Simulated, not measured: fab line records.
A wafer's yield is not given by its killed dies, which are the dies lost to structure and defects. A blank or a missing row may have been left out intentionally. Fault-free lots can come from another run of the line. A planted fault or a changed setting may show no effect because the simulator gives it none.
fab line records	flow nandHarc
record: lots: 12	wafers: 36	lastDay: 34
route steps=1302 shown P_M1@315 P_M2@333 END@1302
lots with no fault: from the same line, run without faults
startH: start of the lot's first displayed wafer, in hours after the record's first day	waitH: hours since the lot's step before	" same as the row above	L1.1+2: a single row standing in for several wafers	- no value, or no start given	* or withheld: withheld	< > ~ a bound
route shown NAME@n: NAME is a module with steps in the file, n the number in the route of the first one	usual: mean/standard deviation of fault-free wafers	same: alike in all rows	chamber/n: place in a boat	sites: per-site readings	_std_site: their standard deviation	_edge_site: the outer-site mean with the inner-site mean subtracted	radiusMm: for every site, how far away it sits from the centre of the wafer	mask NAME#n: copy n	behind: the most recent tool/chamber to have shaped the wafer	hold: why the lot went on hold/how many hours it stayed there/how the hold came to an end	device: which transistor (n, p or np) failed to switch	end of line: at the end of the route, the tests of the same wafers	a step given without rows: its recipe and nothing more	killed: dies lost to structure and defects at the first sort, not the wafer's yield	map: dies across one wafer; x = killed, . = not, _ = none there
set.NAME: setting as actually run; set.NAME@STEP: the setting as run at that earlier step	model.NAME: the simulator's own value behind a step, which no gauge read
route steps across a sampled set of lots; one table per step, one row per wafer
services: when a tool's chamber went out of use (startH, in hours from the record's first day, below 0 if earlier), for how many hours, and the reason
== steps ==
step: NHARC_P_M1_INSPECT_27
usual: rawDefectCount: 290/100
lot.wafer	tool	chamber	startH	waitH	rawDefectCount
L945.1	defectInspect-01	-	143.71	0.0	221
L945.2	"	-	"	"	311
L945.4	"	-	"	"	243
L944.1	defectInspect-02	-	145.08	0.0	284
L944.3	"	-	"	"	283
L944.4	"	-	"	"	214
L947.1	defectInspect-01	-	161.61	0.0	173
L947.3	"	-	"	"	237
L947.4	"	-	"	"	362
L949.3	defectInspect-02	-	188.51	0.0	358
L949.4	"	-	"	"	236
L949.6	"	-	"	"	169
L953.1	defectInspect-01	-	214.94	0.0	101
L953.3	"	-	"	"	331
L953.5	"	-	"	"	197
L954.2	defectInspect-01	-	233.35	0.0	216
L954.3	"	-	"	"	217
L954.6	"	-	"	"	176
L955.2	defectInspect-02	-	239.08	0.0	242
L955.3	"	-	"	"	440
L955.6	"	-	"	"	297
L957.1	defectInspect-02	-	257.02	0.0	197
L957.2	"	-	"	"	301
L957.5	"	-	"	"	242
L959.3	defectInspect-01	-	279.45	0.0	287
L959.4	"	-	"	"	245
L959.5	"	-	"	"	434
L965.1	defectInspect-02	-	336.17	0.0	393
L965.2	"	-	"	"	244
L965.5	"	-	"	"	244
L966.1	defectInspect-01	-	349.87	0.0	245
L966.3	"	-	"	"	221
L966.5	"	-	"	"	250
L967.2	defectInspect-01	-	364.99	0.0	289
L967.3	"	-	"	"	275
L967.6	"	-	"	"	326
step: NHARC_P_M1_PRE_CLEAN_32
recipe: timeS: 12	tempC: 370	rfPowerW: 300	gas: NH3
usual: heaterPowerW: 618/87
lot.wafer	tool	chamber	startH	waitH	heaterPowerW
L945.2	pecvd-02	2	143.77	0.1	517
L945.1	"	0	"	"	771
L945.4	"	1	"	"	626
L944.1	pecvd-02	0	145.14	0.1	776
L944.3	"	2	"	"	617
L944.4	"	0	"	"	781
L947.1	pecvd-03	1	161.68	0.1	658
L947.3	"	0	"	"	557
L947.4	"	1	"	"	656
L949.3	pecvd-02	0	188.59	0.1	807
L949.6	"	2	"	"	580
L949.4	"	0	"	"	799
L953.3	pecvd-02	0	215.02	0.1	776
L953.1	"	1	"	"	608
L953.5	"	1	"	"	610
L954.2	pecvd-03	2	233.41	0.1	608
L954.3	"	1	"	"	760
L954.6	"	1	"	"	749
L955.2	pecvd-04	1	239.16	0.1	555
L955.3	"	2	"	"	611
L955.6	"	2	"	"	629
L957.2	pecvd-02	1	257.09	0.1	530
L957.1	"	2	"	"	525
L957.5	"	1	"	"	517
L959.3	pecvd-03	2	279.54	0.1	544
L959.5	"	0	"	"	500
L959.4	"	1	"	"	721
L965.1	pecvd-04	1	336.24	0.1	582
L965.2	"	2	"	"	645
L965.5	"	2	"	"	637
L966.3	pecvd-04	0	349.93	0.1	616
L966.1	"	1	"	"	534
L966.5	"	2	"	"	650
L967.2	pecvd-04	0	365.06	0.1	650
L967.3	"	2	"	"	654
L967.6	"	2	"	"	644
step: NHARC_P_M2_ETCH_15
recipe: targetDepthA: 1825	timeS: 91.2	c4f8FlowSccm: withheld	arFlowSccm: 400	rfW: 600	biasW: 300	chemistry: C4F8/Ar
usual: oesProductAu: 0.954/0.022	rfVppV: 440.6/2.9	runLengthS: 112.5/0.35
lot.wafer	tool	chamber	startH	waitH	oesProductAu	rfHoursCounterH	rfVppV	runLengthS
L945.2	rieDiel-01	3	145.46	-	0.932	4.2	446.1	112.2
L945.1	"	1	"	"	0.917	4.8	439.4	112.4
L945.4	"	2	"	"	0.923	4.3	437.5	112.5
L944.3	rieDiel-01	2	146.87	-	0.960	4.4	436.6	112.7
L944.4	"	3	"	"	0.981	4.2	445.6	112.3
L944.1	"	0	"	"	0.968	4.7	440.7	112.6
L947.4	rieDiel-08	3	163.37	-	0.973	6.0	441.9	112.5
L947.1	"	1	"	"	0.972	7.1	443.8	112.6
L947.3	"	2	"	"	0.962	6.4	436.4	111.8
L949.4	rieDiel-01	1	190.21	-	0.975	7.1	438.8	111.9
L949.3	"	2	"	"	0.955	6.8	435.9	112.4
L949.6	"	1	"	"	0.977	-	439.4	112.1
L953.3	rieDiel-01	3	216.69	-	0.975	0.2	445.5	112.3
L953.1	"	0	"	"	0.993	0.4	441.9	113.2
L953.5	"	0	"	"	0.976	-	442.3	112.4
L954.2	rieDiel-01	3	234.99	-	0.954	1.6	444.9	112.2
L954.3	"	0	"	"	0.972	1.3	442.7	112.5
L954.6	"	2	"	"	0.981	-	437.4	112.4
L955.3	rieDiel-01	3	240.69	-	0.929	1.7	445.8	112.5
L955.2	"	1	"	"	0.942	1.5	440.3	112.0
L955.6	"	0	"	"	0.939	-	440.9	112.9
L957.2	rieDiel-01	3	258.77	-	0.971	2.6	444.1	105.1
L957.1	"	2	"	"	0.947	2.9	437.0	105.2
L957.5	"	3	"	"	0.970	-	445.1	105.0
L959.3	rieDiel-01	1	281.19	-	0.971	4.4	440.2	104.6
L959.4	"	0	"	"	0.996	4.0	440.9	105.7
L959.5	"	1	"	"	0.963	-	439.1	104.8
L965.2	rieDiel-01	0	337.93	-	0.925	6.5	440.4	112.9
L965.1	"	2	"	"	0.930	6.5	436.0	112.5
L965.5	"	3	"	"	0.912	-	444.4	112.7
L966.1	rieDiel-08	2	351.62	-	0.921	9.4	437.4	112.3
L966.3	"	3	"	"	0.919	9.6	442.3	113.1
L966.5	"	2	"	"	0.918	-	436.7	111.9
L967.3	rieDiel-01	0	366.73	-	0.957	8.0	441.5	112.4
L967.2	"	3	"	"	0.971	6.8	445.8	112.2
L967.6	"	0	"	"	0.970	-	441.6	112.8
step: NHARC_P_M2_DEGAS_29
recipe: tempC: 250	timeS: 60
usual: heaterPowerW: 324/22
lot.wafer	tool	chamber	startH	waitH	heaterPowerW
L945.1	pvdSputter-03	-	146.31	-	332
L945.4	"	-	"	"	361
L945.2	"	-	"	"	356
L944.4	pvdSputter-02	-	147.71	-	351
L944.3	"	-	"	"	313
L944.1	"	-	"	"	317
L947.1	pvdSputter-02	-	164.21	-	315
L947.4	"	-	"	"	290
L947.3	"	-	"	"	345
L949.4	pvdSputter-03	-	191.08	-	367
L949.3	"	-	"	"	322
L949.6	"	-	"	"	308
L953.1	pvdSputter-01	-	217.53	-	294
L953.3	"	-	"	"	355
L953.5	"	-	"	"	322
L954.2	pvdSputter-02	-	235.83	-	314
L954.3	"	-	"	"	335
L954.6	"	-	"	"	320
L955.3	pvdSputter-01	-	241.54	-	330
L955.2	"	-	"	"	295
L955.6	"	-	"	"	326
L957.1	pvdSputter-01	-	259.75	-	337
L957.2	"	-	"	"	344
L957.5	"	-	"	"	329
L959.4	pvdSputter-03	-	282.08	-	312
L959.3	"	-	"	"	369
L959.5	"	-	"	"	314
L965.1	pvdSputter-01	-	338.77	-	284
L965.2	"	-	"	"	332
L965.5	"	-	"	"	288
L966.1	pvdSputter-02	-	352.48	-	346
L966.3	"	-	"	"	330
L966.5	"	-	"	"	325
L967.2	pvdSputter-03	-	367.58	-	347
L967.3	"	-	"	"	371
L967.6	"	-	"	"	345
step: NHARC_END_SORT_01
recipe: tempC: 25
usual: defectLimitedYield: 91.9/2.7	killedAtArray: 50/18	killedAtOther: 0.8/1.1	killedAtPeriphery: 4.1/2.9	killedDies: 55/18	killedOpen: 3.5/1.9	killedShort: 2.4/1.5	sort_bin_2_pct: 2.8/1.2	sort_bin_3_pct: 0.6/0.37	sort_bin_4_pct: 4.7/1.5	sortNPass: 622/18	sortRimYieldPct: 90/4.4	sortYieldPct: 91.9/2.7
same: grossDies: 677	sort_bin_5_pct[%]: 0	sort_bin_6_pct[%]: 0	sort_bin_7_pct[%]: 0	sort_bin_8_pct[%]: 0	sortRimNGross: 106.00
lot.wafer	tool	chamber	startH	waitH	defectLimitedYield[%]	killedAtArray	killedAtOther	killedAtPeriphery	killedDies	killedOpen	killedShort	sort_bin_2_pct[%]	sort_bin_3_pct[%]	sort_bin_4_pct[%]	sortNPass	sortRimYieldPct[%]	sortYieldPct[%]
L947.1	prober-01	0	603.81	2.6	92.6	48	0	2	50	3	1	2.8	0.7	3.8	627	91	92.6
L947.3	prober-01	0	605.41	3.1	92.9	46	0	2	48	1	1	3.1	0.6	3.4	629	90	92.9
L947.4	prober-01	0	606.21	3.4	91.6	49	2	6	57	4	6	2.2	0.6	5.6	620	92	91.6
L949.3	prober-01	0	632.90	3.1	95.7	22	3	4	29	6	2	1.6	0.1	2.5	648	97	95.7
L949.4	prober-01	0	633.69	3.4	95.6	25	0	5	30	4	5	1.2	0.3	3.0	647	94	95.6
L949.6	prober-01	0	635.27	3.9	95.4	28	1	2	31	8	1	1.2	0.1	3.2	646	96	95.4
L953.1	prober-02	0	670.14	2.5	92.9	45	0	3	48	4	0	3.5	0.6	3.0	629	92	92.9
L953.3	prober-02	0	671.77	3.1	90.5	54	2	8	64	4	2	3.7	0.4	5.3	613	87	90.5
L953.5	prober-02	0	673.41	3.8	90.5	59	3	2	64	1	6	3.2	0.7	5.5	613	91	90.5
L954.2	prober-01	0	678.82	2.9	92.8	46	0	3	49	2	2	3.1	0.1	4.0	628	92	92.8
L954.3	prober-01	0	679.64	3.2	89.1	67	0	7	74	6	3	2.4	0.4	8.1	603	89	89.1
L954.6	prober-01	0	682.07	4.1	89.8	63	0	6	69	4	2	4.4	0.7	5.0	608	88	89.8
L955.2	prober-02	0	684.75	2.8	92.9	42	1	5	48	6	5	2.4	0.6	4.1	629	90	92.9
L955.3	prober-02	0	685.56	3.1	94.1	35	3	2	40	3	3	2.7	0.1	3.1	637	91	94.1
L955.6	prober-02	0	687.97	4.0	93.6	42	0	1	43	3	2	2.2	0.7	3.4	634	92	93.6
L957.5	prober-01	0	699.53	3.7	84.8	99	0	4	103	3	2	6.5	1.0	7.7	574	75	84.8
L959.3	prober-01	0	712.57	3.1	94.4	36	0	2	38	3	3	1.8	0.4	3.4	639	92	94.4
L959.4	prober-01	0	713.35	3.4	93.2	43	2	1	46	6	4	2.7	0.4	3.7	631	93	93.2
L959.5	prober-01	0	714.14	3.7	93.9	37	0	4	41	3	1	1.3	0	4.7	636	92	93.9
L966.1	prober-02	0	789.75	2.5	95.7	27	0	2	29	2	2	1.0	0.3	3.0	648	93	95.7
L966.3	prober-02	0	791.34	3.1	94.7	34	0	2	36	4	2	1.0	0.4	3.8	641	90	94.7
L966.5	prober-02	0	792.92	3.7	95.0	31	0	3	34	4	4	1.8	0.1	3.1	643	90	95.0
killed by level:class
L947.1 A_CHANNEL_HOLE_D1:chamberFilmFlake=25 A_CHANNEL_HOLE_D2:chamberFilmFlake=9 A_M0:chamberFilmFlake=8 A_DECK1_JOINT:chamberFilmFlake=2 P_CONTACT:geometricParticle:open=1 P_M0:geometricParticle:short=1 A_CHANNEL_FILL_D2:geometricParticle:open=1 A_WL_FILL:geometricParticle:open=1
L947.3 A_CHANNEL_HOLE_D1:chamberFilmFlake=29 A_CHANNEL_HOLE_D2:chamberFilmFlake=9 P_GATE:chamberFilmFlake=2 A_CHANNEL_FILL_D1:chamberFilmFlake=2 A_DECK1_JOINT:chamberFilmFlake=2 A_WL_FILL:geometricParticle:short=1 A_M0:geometricParticle:open=1 A_STAIRCASE:chamberFilmFlake=1
L947.4 A_CHANNEL_HOLE_D1:chamberFilmFlake=29 A_CHANNEL_HOLE_D2:chamberFilmFlake=6 A_CONTACT:chamberFilmFlake=5 P_GATE:chamberFilmFlake=3 A_ONON_D1:geometricParticle:short=2 P_CONTACT:geometricParticle:open=1 P_M0:geometricParticle:short=1 P_M2:geometricParticle:short=1
L949.3 A_CHANNEL_HOLE_D2:chamberFilmFlake=8 A_SLIT:chamberFilmFlake=4 THIN_TSV:chamberFilmFlake=3 A_CHANNEL_HOLE_D1:chamberFilmFlake=2 P_GATE:geometricParticle:open=1 P_M0:geometricParticle:open=1 P_GATE:chamberFilmFlake=1 P_M1:geometricParticle:open=1
L949.4 A_CHANNEL_HOLE_D2:chamberFilmFlake=8 A_CHANNEL_HOLE_D1:chamberFilmFlake=3 A_CONTACT:chamberFilmFlake=3 P_M1:geometricParticle:open=2 A_WL_FILL:geometricParticle:short=2 A_SLIT:chamberFilmFlake=2 A_WL_FILL:chamberFilmFlake=2 P_M0:geometricParticle:open=1
L949.6 A_CHANNEL_HOLE_D2:chamberFilmFlake=11 A_BLC:geometricParticle:open=2 A_CHANNEL_HOLE_D1:chamberFilmFlake=2 A_STAIRCASE:chamberFilmFlake=2 A_WL_FILL:chamberFilmFlake=2 A_CONTACT:chamberFilmFlake=2 P_M1:geometricParticle:open=1 P_M2:geometricParticle:short=1
L953.1 A_SLIT:chamberFilmFlake=21 A_CHANNEL_HOLE_D2:chamberFilmFlake=8 A_CHANNEL_HOLE_D1:chamberFilmFlake=4 A_CONTACT:chamberFilmFlake=4 P_M2:chamberFilmFlake=2 A_STAIRCASE:chamberFilmFlake=2 A_WL_FILL:chamberFilmFlake=2 P_CONTACT:geometricParticle:open=1
L953.3 A_SLIT:chamberFilmFlake=26 A_CHANNEL_HOLE_D2:chamberFilmFlake=16 P_M2:chamberFilmFlake=5 A_CHANNEL_HOLE_D1:chamberFilmFlake=4 P_CONTACT:geometricParticle:open=2 A_WL_FILL:chamberFilmFlake=2 A_CHANNEL_HOLE_D2:geometricParticle:open=1 A_BLC:geometricParticle:open=1
L953.5 A_SLIT:chamberFilmFlake=28 A_CHANNEL_HOLE_D2:chamberFilmFlake=15 A_CONTACT:chamberFilmFlake=5 THIN_TSV:chamberFilmFlake=3 A_DECK1_JOINT:geometricParticle:short=2 P_GATE:geometricParticle:open=1 A_ONON_D1:geometricParticle:short=1 A_CHANNEL_FILL_D2:geometricParticle:short=1
L954.2 A_SLIT:chamberFilmFlake=24 A_CHANNEL_HOLE_D2:chamberFilmFlake=9 A_CHANNEL_HOLE_D1:chamberFilmFlake=5 P_M0:chamberFilmFlake=3 A_ONON_D2:geometricParticle:open=2 A_CHANNEL_FILL_D1:geometricParticle:short=1 A_CHANNEL_FILL_D2:geometricParticle:short=1 A_ZERO_WELL:chamberFilmFlake=1
L954.3 A_SLIT:chamberFilmFlake=23 A_CHANNEL_HOLE_D1:chamberFilmFlake=13 A_CHANNEL_HOLE_D2:chamberFilmFlake=13 P_M0:chamberFilmFlake=5 A_CONTACT:chamberFilmFlake=5 A_CHANNEL_FILL_D2:geometricParticle:short=2 A_BLC:geometricParticle:open=2 A_WL_FILL:chamberFilmFlake=2
L954.6 A_SLIT:chamberFilmFlake=30 A_CHANNEL_HOLE_D1:chamberFilmFlake=8 A_CHANNEL_HOLE_D2:chamberFilmFlake=7 A_CONTACT:chamberFilmFlake=6 P_M0:chamberFilmFlake=5 A_ZERO_WELL:chamberFilmFlake=2 A_CHANNEL_FILL_D1:chamberFilmFlake=2 A_WL_FILL:chamberFilmFlake=2
L955.2 A_CHANNEL_HOLE_D1:chamberFilmFlake=26 A_STAIRCASE:chamberFilmFlake=4 P_CONTACT:geometricParticle:open=2 A_CHANNEL_FILL_D2:geometricParticle:short=2 A_SLIT:chamberFilmFlake=2 A_CONTACT:chamberFilmFlake=2 P_M0:geometricParticle:open=1 A_CHANNEL_HOLE_D1:geometricParticle:short=1
L955.3 A_CHANNEL_HOLE_D1:chamberFilmFlake=24 THIN_TSV:chamberFilmFlake=3 P_GATE:chamberFilmFlake=2 A_STAIRCASE:chamberFilmFlake=2 A_CHANNEL_HOLE_D1:geometricParticle:open=1 A_ONON_D2:geometricParticle:short=1 A_ONON_D2:geometricParticle:open=1 A_WL_FILL:geometricParticle:short=1
L955.6 A_CHANNEL_HOLE_D1:chamberFilmFlake=24 A_STAIRCASE:chamberFilmFlake=3 A_ZERO_WELL:chamberFilmFlake=2 A_SLIT:chamberFilmFlake=2 A_CHANNEL_FILL_D1:chamberFilmFlake=2 A_ONON_D1:geometricParticle:open=1 A_CHANNEL_HOLE_D1:geometricParticle:short=1 A_DECK1_JOINT:geometricParticle:open=1
L957.5 A_SLIT:chamberFilmFlake=33 A_CHANNEL_HOLE_D1:chamberFilmFlake=27 A_CHANNEL_HOLE_D2:chamberFilmFlake=22 A_STAIRCASE:chamberFilmFlake=6 P_M2:areaEtch=3 A_DECK1_JOINT:chamberFilmFlake=2 A_CONTACT:chamberFilmFlake=2 A_M1:chamberFilmFlake=2
L959.3 A_CHANNEL_HOLE_D2:chamberFilmFlake=19 A_CHANNEL_HOLE_D1:chamberFilmFlake=6 A_SLIT:chamberFilmFlake=2 A_CONTACT:chamberFilmFlake=2 P_CONTACT:geometricParticle:open=1 A_ONON_D1:geometricParticle:short=1 A_ONON_D2:geometricParticle:short=1 A_CHANNEL_HOLE_D2:geometricParticle:open=1
L959.4 A_CHANNEL_HOLE_D2:chamberFilmFlake=18 A_CHANNEL_HOLE_D1:chamberFilmFlake=8 A_ONON_D2:geometricParticle:open=3 A_CONTACT:chamberFilmFlake=3 A_SLIT:chamberFilmFlake=3 A_DECK1_JOINT:geometricParticle:open=2 P_M0:geometricParticle:short=1 A_ONON_D1:geometricParticle:short=1
L959.5 A_CHANNEL_HOLE_D2:chamberFilmFlake=17 A_CHANNEL_HOLE_D1:chamberFilmFlake=4 A_SLIT:chamberFilmFlake=4 A_CONTACT:chamberFilmFlake=4 A_WL_FILL:chamberFilmFlake=3 P_STI:chamberFilmFlake=2 P_GATE:geometricParticle:open=1 A_DECK1_JOINT:geometricParticle:open=1
L966.1 A_M0:chamberFilmFlake=6 A_SLIT:chamberFilmFlake=5 A_CONTACT:chamberFilmFlake=5 A_STAIRCASE:chamberFilmFlake=4 A_BONDPAD:chamberFilmFlake=3 A_SGD_CUT:geometricParticle:short=2 P_GATE:chamberFilmFlake=2 A_CHANNEL_FILL_D2:geometricParticle:open=1
L966.3 A_CONTACT:chamberFilmFlake=14 A_SLIT:chamberFilmFlake=6 A_STAIRCASE:chamberFilmFlake=5 A_M0:chamberFilmFlake=4 P_CONTACT:geometricParticle:open=2 A_DECK1_JOINT:geometricParticle:short=1 A_ONON_D1:geometricParticle:short=1 A_ONON_D2:geometricParticle:open=1
L966.5 A_CONTACT:chamberFilmFlake=9 A_STAIRCASE:chamberFilmFlake=5 A_SLIT:chamberFilmFlake=5 A_M0:chamberFilmFlake=4 P_CONTACT:geometricParticle:open=2 A_ONON_D1:geometricParticle:short=1 A_DECK1_JOINT:geometricParticle:short=1 A_CHANNEL_FILL_D2:geometricParticle:short=1
== services ==
tool	chamber	startH	hours	kind
pecvd-03	-	135.37	1.5	repair
pvdSputter-03	-	153.83	7.6	repair
pecvd-04	-	158.54	2.2	repair
pvdSputter-03	-	170.00	10.0	pm
pvdSputter-02	-	182.06	2.1	repair
pecvd-03	-	185.31	13.0	pm
pvdSputter-01	-	187.27	10.6	repair
rieDiel-01	-	203.83	9.0	pm
pecvd-04	2	204.97	5.7	repair
pvdSputter-03	-	222.02	7.3	repair
pvdSputter-01	-	226.00	10.0	pm
pecvd-02	-	227.11	13.0	pm
pecvd-04	-	269.06	13.0	pm
pvdSputter-02	-	282.00	10.0	pm
pvdSputter-01	-	282.81	4.6	repair
rieDiel-01	-	292.44	0.5	repair
rieDiel-01	3	295.00	7.8	repair
pvdSputter-03	-	316.63	3.9	repair
pecvd-03	2	326.93	5.9	repair
pecvd-03	-	330.68	2.4	repair
pvdSputter-01	-	342.44	34.1	repair
pvdSputter-03	-	348.00	10.0	pm
rieDiel-01	3	350.63	5.5	repair
pecvd-03	-	366.31	13.0	pm
== key ==
firstSign: step: NHARC_P_M2_ETCH_15	reading: runLengthS	direction: down	sigmas: 21	usual: *	struck: *
effect none on later readings
metAt NHARC_P_M2_ETCH_15
struckLots L957,L959
notActingAt NHARC_P_M1_INSPECT_27,NHARC_P_M1_PRE_CLEAN_32,NHARC_P_M2_DEGAS_29
onsetBetween 240.69 258.77
fault: kind: processParameterDrift	tool: rieDiel-01	chamber: -	onsetH: 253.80	steps: NHARC_P_M2_ETCH_15	channel: timeS	offset: *	shape: step	endH: 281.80	actsIn: *	stated: *
